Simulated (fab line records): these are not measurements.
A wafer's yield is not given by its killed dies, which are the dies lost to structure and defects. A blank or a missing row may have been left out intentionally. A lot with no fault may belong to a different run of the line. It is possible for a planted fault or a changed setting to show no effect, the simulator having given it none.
Matching of chambers + flow n5 finfet + N5_BEOL_M4_DEP_57 on pecvd-04 has 3 sister chambers
The step deposits SiCN from 3MS/NH3, target thk 8 nm, time 14 s. 6 wafers are shown with their chamber, then 11 later ones without.

WAFERS WITH THEIR CHAMBER
| wafer  | chamber | throttle valve pct (%) | showerhead plenum p Torr (Torr) |
|--------|---------|------------------------|---------------------------------|
| L092.3 | 2       | 9.0                    | 3.669                           |
| L092.4 | 2       | 8.8                    | 3.668                           |
| L089.1 | 0       | 9.5                    | 3.661                           |
| L089.2 | 1       | 8.6                    | 3.651                           |
| L089.4 | 1       | 8.3                    | 3.660                           |
| L091.1 | 0       | 9.7                    | 3.656                           |

WAFERS MISSING THEIR CHAMBER
| wafer  | throttle valve pct (%) | showerhead plenum p Torr (Torr) |
|--------|------------------------|---------------------------------|
| L091.2 | 8.8                    | 3.668                           |
| L091.3 | 8.6                    | 3.661                           |
| L091.4 | 9.5                    | 3.668                           |
| L091.5 | 8.5                    | 3.663                           |
| L091.6 | 8.7                    | 3.671                           |
| L093.4 | 9.0                    | 3.680                           |
| L093.5 | 8.5                    | 3.670                           |
| L093.6 | 9.8                    | 3.667                           |
| L096.3 | 8.4                    | 3.667                           |
| L096.5 | 8.8                    | 3.676                           |
| L096.6 | 8.6                    | 3.656                           |

THE CHAMBER EACH PASSED THROUGH
| wafer  | from the rows above     | in truth |
|--------|-------------------------|----------|
| L091.2 | 2                       | 2        |
| L091.3 | can't be placed: 1 or 2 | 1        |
| L091.4 | can't be placed: 0 or 2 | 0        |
| L091.5 | can't be placed: 1 or 2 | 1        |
| L091.6 | 2                       | 2        |
| L093.4 | 2                       | 2        |
| L093.5 | can't be placed: 2 or 1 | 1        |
| L093.6 | 0                       | 0        |
| L096.3 | can't be placed: 1 or 2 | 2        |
| L096.5 | 2                       | 2        |
| L096.6 | 1                       | 1        |
Correctly placed: 6 of 11. Not placeable from these rows: 5 (in 5, the candidates include the true chamber). Number placed wrongly: 0.
How it was worked out, from the rows above alone: a wafer's distance from a chamber is the root of the sum, over the readings, of the square of ((its reading less the chamber's mean) divided by the reading's scatter). The wafer belongs to the nearest chamber; if the next one is less than 2 further off, it can't be placed. Each chamber's mean is taken over the wafers shown for it. How the scatter is found: for the shown wafers, subtract from each reading the mean of its chamber, square and add these, divide the total by (wafers less chambers), then take the root.
